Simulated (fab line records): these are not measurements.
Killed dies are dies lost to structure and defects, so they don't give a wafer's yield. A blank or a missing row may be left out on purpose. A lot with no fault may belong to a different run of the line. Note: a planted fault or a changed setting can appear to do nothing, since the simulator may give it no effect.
fab line records	flow nand-harc
record lots=13	wafers=39	last-day=24
route steps=1159 shown A_CONTACT@947 A_BLC@969
lots that met no fault: from a run of the same line without faults
start-h: hours from the record's opening day to when the first of the lot's shown wafers began	wait-h: hours from the lot's prior step to this one	" same as the row above	L1.1+2: several wafers, shown together as one row	- no value present, or no start provided	* or withheld: withheld	< > ~ a bound
route shown NAME@n: a module of which the file shows steps, and the number in the route of the first	usual: mean and standard deviation over wafers with no fault	same: alike in all rows	chamber/n: place in a boat	sites: readings site by site	_std_site: their standard deviation	_edge_site: inner sites' mean taken away from outer sites' mean	radius-mm: how far each site lies from the wafer's centre	mask NAME#n: copy n	behind: tool/chamber where the wafer was last shaped	hold: cause of the lot's hold/its duration in hours/its outcome	device: transistor that didn't switch, given as n, p or np	end of line: the tests these same wafers got at the end of their route	step lacking rows: just its recipe	killed: the dies lost at the first sort to structure and to defects; this is not the yield of the wafer	map: per-die view of a wafer (x killed, . not killed, _ where there is no die)
set.NAME: setting as actually run; set.NAME@STEP: the setting as run at that earlier step	model.NAME: the simulator's own value behind a step, which no gauge read
steps of the route over a sample of lots; a table a step, a row a wafer
services: when a tool's chamber went out of use (start-h, in hours from the record's first day, below 0 if earlier), for how many hours, and the reason
## steps
# step NHARC_A_CONTACT_ETCH_138
# recipe source-w=withheld	pressure-mtorr=20	bias-v=3000	time-s=132	target-depth-a=12890	ar-flow-sccm=withheld	c4f8-flow-sccm=withheld	o2-flow-sccm=withheld	chemistry=C4F8/O2/Ar
lot.wafer	tool	chamber	start-h	wait-h	rf-hours-counter-h
L802.2	har-cap-etch-01	0	383.31	0.1	59
L802.1	"	1	"	"	59
L802.3	"	0	"	"	-
L805.2	har-cap-etch-01	1	385.62	0.1	60
L805.3	"	1	"	"	-
L805.5	"	0	"	"	-
L806.2	har-cap-etch-01	0	410.38	0.1	65
L806.4	"	0	"	"	-
L806.5	"	0	"	"	-
L808.1	har-cap-etch-02	1	415.74	0.1	17
L808.2	"	0	"	"	17
L808.4	"	0	"	"	-
L807.2	har-cap-etch-01	1	417.06	0.1	65
L807.5	"	0	"	"	-
L807.6	"	1	"	"	-
L810.1	har-cap-etch-03	0	437.82	0.1	92
L810.4	"	1	"	"	-
L810.5	"	0	"	"	-
L811.1	har-cap-etch-03	1	441.74	0.1	93
L811.6	"	1	"	"	-
L811.5	"	0	"	"	-
L812.4	har-cap-etch-03	0	450.09	0.1	-
L812.6	"	0	"	"	-
L812.5	"	1	"	"	-
L816.3	har-cap-etch-02	1	478.82	0.1	-
L816.6	"	0	"	"	-
L816.5	"	1	"	"	-
L821.1	har-cap-etch-01	1	490.72	0.1	78
L821.3	"	0	"	"	-
L821.6	"	0	"	"	-
L823.3	har-cap-etch-03	1	520.93	0.1	-
L823.6	"	0	"	"	-
L823.5	"	1	"	"	-
L824.1	har-cap-etch-02	0	521.01	0.1	36
L824.5	"	0	"	"	-
L824.6	"	1	"	"	-
L825.1	har-cap-etch-02	1	523.93	0.1	36
L825.2	"	0	"	"	36
L825.3	"	1	"	"	-
# step NHARC_A_CONTACT_ETCH_110
# recipe target-depth-a=500	overetch-a=50	time-s=27.5	ion-energy-ev=100	cf4-flow-sccm=80	o2-flow-sccm=20	ar-flow-sccm=0	rf-w=300	bias-w=100	chemistry=CF4/O2
# usual drypump-motor-current-A=5.6/0.58	oes_f_703_au=1.000/0.0043	oes-product-au=1.000/0.0097	rf-vpp-V=197.6/1.2	showerhead-plenum-p-Torr=1.33/0.043	throttle-valve-pct=13.396/0.0088
lot.wafer	tool	chamber	start-h	wait-h	drypump-motor-current-A	oes_f_703_au	oes-product-au	rf-hours-counter-h	rf-vpp-V	showerhead-plenum-p-Torr	throttle-valve-pct
L802.2	rie-diel-02	1	384.42	0.1	5.3	1.000	0.994	12	197.5	1.31	13.384
L802.3	"	2	"	"	5.3	0.996	1.011	11	197.6	1.32	13.396
L802.1	"	3	"	"	5.7	1.004	0.987	10	197.3	1.29	13.400
L805.3	rie-diel-03	0	386.99	0.1	5.6	0.997	1.022	59	198.6	1.38	13.389
L805.2	"	1	"	"	4.9	1.004	0.997	59	198.1	1.37	13.397
L805.5	"	3	"	"	6.8	0.999	1.015	-	197.6	1.31	13.391
L806.4	rie-diel-11	0	412.96	0.3	6.1	0.993	0.985	16	196.7	1.30	13.404
L806.2	"	3	"	"	5.4	1.001	0.997	17	195.2	1.28	13.413
L806.5	"	0	"	"	6.1	1.002	0.995	-	199.1	1.30	13.407
L808.1	rie-diel-11	3	416.79	0.1	5.4	1.000	0.992	19	196.5	1.28	13.398
L808.2	"	1	"	"	6.4	1.001	0.989	18	198.4	1.36	13.396
L808.4	"	2	"	"	5.6	1.009	0.991	19	196.8	1.25	13.379
L807.2	rie-diel-02	3	418.11	0.1	5.7	1.008	0.989	17	196.8	1.29	13.413
L807.6	"	3	"	"	5.7	0.999	0.984	-	196.3	1.29	13.410
L807.5	"	0	"	"	4.7	1.001	0.997	-	199.6	1.37	13.397
L810.1	rie-diel-03	1	439.11	0.1	4.9	0.998	1.009	4	197.5	1.37	13.379
L810.4	"	2	"	"	5.6	1.004	1.006	16	200.1	1.40	13.392
L810.5	"	2	"	"	5.6	1.004	0.994	-	201.3	1.40	13.410
L811.1	rie-diel-02	0	442.84	0.1	4.7	0.997	0.989	23	198.4	1.37	13.405
L811.6	"	2	"	"	5.3	0.998	1.005	-	197.5	1.31	13.402
L811.5	"	3	"	"	5.7	1.001	0.986	-	196.0	1.29	13.402
L812.4	rie-diel-03	3	451.21	0.1	6.7	0.998	1.004	23	196.5	1.31	13.397
L812.5	"	2	"	"	5.6	0.990	0.989	-	199.0	1.39	13.392
L812.6	"	3	"	"	6.7	0.996	0.995	-	196.3	1.31	13.393
L816.3	rie-diel-11	3	480.20	0.1	5.3	1.008	1.002	45	195.7	1.27	13.400
L816.6	"	1	"	"	6.4	1.000	0.991	-	197.9	1.36	13.395
L816.5	"	0	"	"	6.1	0.995	0.993	-	197.0	1.30	13.405
L821.1	rie-diel-02	0	491.99	0.1	4.7	1.000	1.015	30	197.4	1.37	13.391
L821.3	"	2	"	"	5.3	0.995	1.007	31	197.5	1.31	13.394
L821.6	"	0	"	"	4.7	0.994	1.018	-	198.0	1.37	13.402
L823.3	rie-diel-11	1	521.91	0.1	6.4	0.994	0.979	59	197.7	1.35	13.403
L823.5	"	1	"	"	6.4	1.004	0.984	-	198.6	1.35	13.384
L823.6	"	2	"	"	5.6	1.004	0.990	-	196.2	1.24	13.398
L824.1	rie-diel-02	0	522.07	0.1	4.7	1.001	0.991	1	198.2	1.37	13.392
L824.6	"	1	"	"	5.3	0.998	0.999	-	195.8	1.31	13.389
L824.5	"	2	"	"	5.4	1.000	1.009	-	197.1	1.31	13.382
L825.1	rie-diel-03	3	524.98	0.1	6.7	0.999	0.999	50	197.0	1.30	13.422
L825.2	"	0	"	"	5.6	1.001	1.007	48	198.6	1.37	13.394
L825.3	"	1	"	"	4.9	1.006	1.004	37	200.0	1.36	13.416
# step NHARC_A_CONTACT_ALD_18
# recipe target-thk-a=30	pulse-time-s=1	ald-cycles=150	temp-c=450	material=TiN
# usual heater-power-w=1066/120	precursor-pulse-height-rel=0.997/0.02
lot.wafer	tool	chamber	start-h	wait-h	heater-power-w	precursor-pulse-height-rel
L802.2	ald-metal-03	1	385.07	-	1051	0.969
L802.1	"	2	"	"	992	0.992
L802.3	"	3	"	"	869	0.991
L805.2	ald-metal-03	3	387.64	-	873	0.977
L805.3	"	0	"	"	1099	0.961
L805.5	"	2	"	"	997	1.012
L806.2	ald-metal-03	1	413.72	-	1034	1.016
L806.4	"	2	"	"	982	1.010
L806.5	"	0	"	"	1114	0.986
L808.1	ald-metal-04	1	417.43	-	876	1.019
L808.4	"	3	"	"	1276	1.022
L808.2	"	0	"	"	1168	0.979
L807.2	ald-metal-02	3	418.87	-	1099	1.006
L807.5	"	0	"	"	1108	1.001
L807.6	"	1	"	"	1226	0.999
L810.1	ald-metal-02	2	441.16	-	1086	0.949
L810.4	"	3	"	"	1091	0.968
L810.5	"	3	"	"	1095	0.981
L811.1	ald-metal-04	3	443.55	-	1289	1.019
L811.5	"	3	"	"	1266	0.988
L811.6	"	0	"	"	1170	0.995
L812.4	ald-metal-04	3	451.89	-	1273	1.010
L812.6	"	1	"	"	862	1.017
L812.5	"	2	"	"	1056	0.986
L816.3	ald-metal-03	2	481.01	-	1020	1.053
L816.5	"	0	"	"	1084	0.977
L816.6	"	1	"	"	1024	1.003
L821.3	ald-metal-02	2	492.65	-	1098	0.984
L821.1	"	0	"	"	1119	1.031
L821.6	"	1	"	"	1272	1.001
L823.3	ald-metal-03	3	522.57	-	870	1.014
L823.5	"	3	"	"	872	1.014
L823.6	"	0	"	"	1118	1.022
L824.1	ald-metal-04	0	522.74	-	1150	0.980
L824.6	"	2	"	"	1087	1.002
L824.5	"	3	"	"	1273	1.010
L825.2	ald-metal-03	1	525.62	-	1005	0.977
L825.1	"	2	"	"	963	1.012
L825.3	"	3	"	"	894	0.974
# step NHARC_A_BLC_SOFTBAKE_05
# recipe temp-c=105	time-s=55
# usual heater-power-total-W=188.45/0.12
lot.wafer	tool	chamber	start-h	wait-h	heater-power-total-W
L802.1	litho-track-04	0	390	-	188.48
L802.2	"	0	"	"	188.30
L802.3	"	0	"	"	188.40
L805.2	litho-track-06	0	397	-	188.33
L805.3	"	0	"	"	188.48
L805.5	"	0	"	"	188.24
L806.2	litho-track-06	0	418	-	188.31
L806.4	"	0	"	"	188.66
L806.5	"	0	"	"	188.31
L808.1	litho-track-04	0	419	-	188.40
L808.2	"	0	"	"	188.41
L808.4	"	0	"	"	188.35
L807.2	litho-track-06	0	420	-	188.40
L807.5	"	0	"	"	188.42
L807.6	"	0	"	"	188.34
L810.1	litho-track-06	0	444	-	188.37
L810.4	"	0	"	"	188.42
L810.5	"	0	"	"	188.28
L811.1	litho-track-04	0	445	-	188.51
L811.5	"	0	"	"	188.46
L811.6	"	0	"	"	188.55
L812.4	litho-track-06	0	453	-	188.74
L812.5	"	0	"	"	188.32
L812.6	"	0	"	"	188.46
L816.3	litho-track-04	0	485	-	202.20
L816.5	"	0	"	"	202.14
L816.6	"	0	"	"	202.10
L821.1	litho-track-04	0	498	-	202.29
L821.3	"	0	"	"	202.48
L821.6	"	0	"	"	202.52
L823.3	litho-track-01	0	524	-	188.30
L823.5	"	0	"	"	188.35
L823.6	"	0	"	"	188.47
L824.1	litho-track-01	0	524	-	188.41
L824.5	"	0	"	"	188.34
L824.6	"	0	"	"	188.45
L825.1	litho-track-01	0	530	-	188.56
L825.2	"	0	"	"	188.32
L825.3	"	0	"	"	188.48
## services
tool	chamber	start-h	hours	kind
rie-diel-11	1	361.75	2.5	repair
ald-metal-02	-	364.00	10.0	pm
rie-diel-11	-	366.50	9.0	pm
rie-diel-03	-	392.47	9.0	pm
ald-metal-03	-	392.60	0.9	repair
ald-metal-04	-	406.00	10.0	pm
rie-diel-02	-	406.24	0.3	repair
har-cap-etch-03	-	407.80	0.5	repair
rie-diel-02	1	428.88	15.5	repair
litho-track-01	-	443.00	7.0	pm
litho-track-06	-	467.00	7.0	pm
rie-diel-11	2	473.71	9.0	repair
litho-track-04	-	491.00	7.0	pm
ald-metal-03	-	500.00	10.0	pm
ald-metal-03	0	500.00	10.0	vent-cycle
ald-metal-03	1	500.00	10.0	vent-cycle
ald-metal-03	2	500.00	10.0	vent-cycle
ald-metal-03	3	500.00	10.0	vent-cycle
rie-diel-11	3	504.03	5.2	repair
rie-diel-02	-	506.18	9.0	pm
ald-metal-03	0	510.00	-	clean
ald-metal-03	1	510.00	-	clean
ald-metal-02	3	510.55	10.4	repair
rie-diel-02	2	517.49	2.4	repair
## key
first-sign step=NHARC_A_BLC_SOFTBAKE_05	reading=heater-power-total-W	direction=up	sigmas=99+	usual=*	struck=*
effect none on later readings
met-at NHARC_A_BLC_SOFTBAKE_05
struck-lots L816,L821
tester-left-out L816,L821
not-acting-at NHARC_A_CONTACT_ETCH_138,NHARC_A_CONTACT_ETCH_110,NHARC_A_CONTACT_ALD_18
onset-between 445 485
fault kind=process-parameter-drift	tool=litho-track-04	chamber=-	onset-h=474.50	steps=NHARC_A_BLC_SOFTBAKE_05	channel=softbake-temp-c	offset=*	shape=step	end-h=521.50	acts-in=*	stated=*
# tester-left-out: of these lots the tester's yield and bins aren't shown, on N5 and GAA mostly nor the transistor test; their killed dies are dies lost to structure and defects alone, not to doping, threshold or leakage, so they don't give the yield
